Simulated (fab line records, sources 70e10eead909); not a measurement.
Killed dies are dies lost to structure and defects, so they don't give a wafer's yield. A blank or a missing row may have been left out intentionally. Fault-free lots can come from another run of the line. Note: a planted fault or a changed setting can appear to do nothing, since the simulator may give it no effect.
A struck lot beside a sound one + flow nand-harc + 15 steps out of a route of 1159
Sound: these wafers, L259.1, L259.4, L259.5. Struck: wafer L270.5 (L270.2, L270.4, from the same lot, were not struck and are left out); the cause is given at the end.
For every step that has rows: the tool of each side, followed by ch and its chambers, followed by its first start. Under that, the readings that differ: sound wafers + struck wafers + difference of the means + sigmas: that difference in standard deviations of wafers without a fault.
alike: words and numbers the same on both sides, and readings whose means are apart by under 2 such deviations; not compared: readings that were withheld, readings missing a value for some wafer, numbers with overlapping values and no deviation given by the record, and bounds like >300 which may hide the same value.
Wherever a step has rows on one side only, a row that says differs or no value, or a row with sigmas, the two part there. Numbers that have no deviation but don't overlap get no sigmas and don't part them. Lack of a reading on every wafer of one side parts them only where that side has two or more wafers.

first, 7 steps without rows for these wafers: NHARC_A_CONTACT_COAT_35 (time 65 s); NHARC_A_CONTACT_COAT_36 (resist thk 90 nm); NHARC_A_CONTACT_SOFTBAKE_37 (time 55 s); NHARC_A_CONTACT_EBR_38; NHARC_A_CONTACT_EXPOSE_39 (exposes mask A CC 3); NHARC_A_CONTACT_PEB_40 (peb time 65 s); NHARC_A_CONTACT_DEVELOP_41 (develop time 35 s).
NHARC_A_CONTACT_CD_MEAS_42: the cd target is 200 nm.
  sound on cd-sem-01 ch 0, day 17 19:47; struck on cd-sem-02 ch 0, day 20 00:00
  alike: cd-nm
NHARC_A_CONTACT_OVL_MEAS_43:
  sound on overlay-01 at day 17 19:53; struck on overlay-02 at day 20 00:05
| reading           | sound          | struck | difference | sigmas |
|-------------------|----------------|--------|------------|--------|
| overlay-y-nm (nm) | -0.6 -0.2 -0.8 | 1.2    | +1.7       | +2     |
  alike: overlay-x-nm
NHARC_A_CONTACT_INSPECT_44:
  sound on defect-inspect-01 at day 17 19:55; struck on defect-inspect-01 at day 20 00:08
  alike: raw-defect-count
NHARC_A_CONTACT_DESCUM_47: chemistry O2, time 3 s.
  sound on rie-diel-03 ch 0,2,3, day 17 20:00; struck on rie-diel-11 ch 0, day 20 00:12
  alike: drypump-motor-current-A, oes-product-au, rf-vpp-V, showerhead-plenum-p-Torr, throttle-valve-pct
  not compared: rf-hours-counter-h
NHARC_A_CONTACT_ETCH_48: etches the open film in CF4, target depth 39 nm, time 65 s.
  sound on rie-diel-03 ch 1,2,3, day 17 20:04; struck on rie-diel-11 ch 0, day 20 00:17
  alike: drypump-motor-current-A, oes-product-au, rf-vpp-V, run-length-s, showerhead-plenum-p-Torr, throttle-valve-pct
  not compared: rf-hours-counter-h
NHARC_A_CONTACT_ETCH_49: etches the open film in N2/H2, target depth 260 nm, time 475.3 s.
  sound on rie-diel-03 ch 0,1, day 17 20:09; struck on rie-diel-11 ch 2, day 20 00:22
| reading          | sound             | struck | difference | sigmas |
|------------------|-------------------|--------|------------|--------|
| run-length-s (s) | 496.3 496.5 496.0 | 476.8  | -19.5      | -61    |
  alike: drypump-motor-current-A, oes-product-au, rf-vpp-V, showerhead-plenum-p-Torr, throttle-valve-pct
  not compared: rf-hours-counter-h
NHARC_A_CONTACT_ETCH_50: etches the open film in CF4/CHF3, target depth 84.7 nm, time 42.4 s.
  sound: rie-diel-03 ch 0,2,3; struck: rie-diel-11 ch 3
  alike: drypump-motor-current-A, oes-product-au, rf-vpp-V, run-length-s, showerhead-plenum-p-Torr, throttle-valve-pct
  not compared: rf-hours-counter-h
-- the record jumps here: 3 days lie between the struck wafers' starts before and after (it left off in module A_CONTACT and takes up again in module END, whose first step shown is number 1159 of the route) --
NHARC_END_SORT_01:
  here the record holds rows for the struck wafers (prober-01 ch 0, day 23 07:32) but none for the sound ones

WHERE THEY PART
Earliest at NHARC_A_CONTACT_OVL_MEAS_43; latest, in this record, at NHARC_END_SORT_01.

WHY: what had been put in by the simulator
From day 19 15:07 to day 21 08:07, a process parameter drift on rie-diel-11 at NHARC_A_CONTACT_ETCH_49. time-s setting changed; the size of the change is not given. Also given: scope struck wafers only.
